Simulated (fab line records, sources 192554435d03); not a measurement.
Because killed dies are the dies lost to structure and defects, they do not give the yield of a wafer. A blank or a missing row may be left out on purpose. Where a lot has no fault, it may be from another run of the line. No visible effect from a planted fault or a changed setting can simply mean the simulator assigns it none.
Chamber matching ; flow n5_finfet ; N5_DUMMY_GATE_ETCH_31 on rie_diel-05: 4 sister chambers
The step etches SiO2 in C4F6/O2, target depth 82.5 nm, time 27.5 s. 4 wafers are shown with their chamber, then 12 later ones without.

== EACH WAFER AND ITS CHAMBER ==
wafer;chamber;throttle_valve_pct (%)
L086.4;0;21.12
L091.1;3;20.76
L091.3;1;21.39
L091.6;2;21.49

== WAFERS WHOSE CHAMBER IS MISSING ==
wafer;throttle_valve_pct (%)
L094.1;21.38
L094.2;21.16
L094.3;21.50
L094.4;21.51
L094.5;21.15
L094.6;21.40
L096.3;21.39
L096.5;20.77
L096.6;21.15
L097.1;21.41
L097.3;21.16
L097.5;20.79

== WHICH CHAMBER EACH WENT THROUGH ==
wafer;from the rows above;in truth
L094.1;1;1
L094.2;0;0
L094.3;2;2
L094.4;2;2
L094.5;0;0
L094.6;1;1
L096.3;1;1
L096.5;3;3
L096.6;0;0
L097.1;1;1
L097.3;0;0
L097.5;3;3
Placed correctly: 12 of 12. Number that these rows cannot place: 0. Wrongly placed: 0.
How it was worked out, from the rows above alone: a wafer's distance from a chamber is the root of the sum, over the readings, of the square of ((its reading less the chamber's mean) divided by the reading's scatter). The wafer belongs to the nearest chamber; if the next one is less than 2 further off, it can't be placed. For every chamber, the mean is computed from those of its wafers that are shown. The scatter (one wafer shown for each chamber): square how far every hidden wafer sits from the nearest shown wafer, average those squares and take the square root.
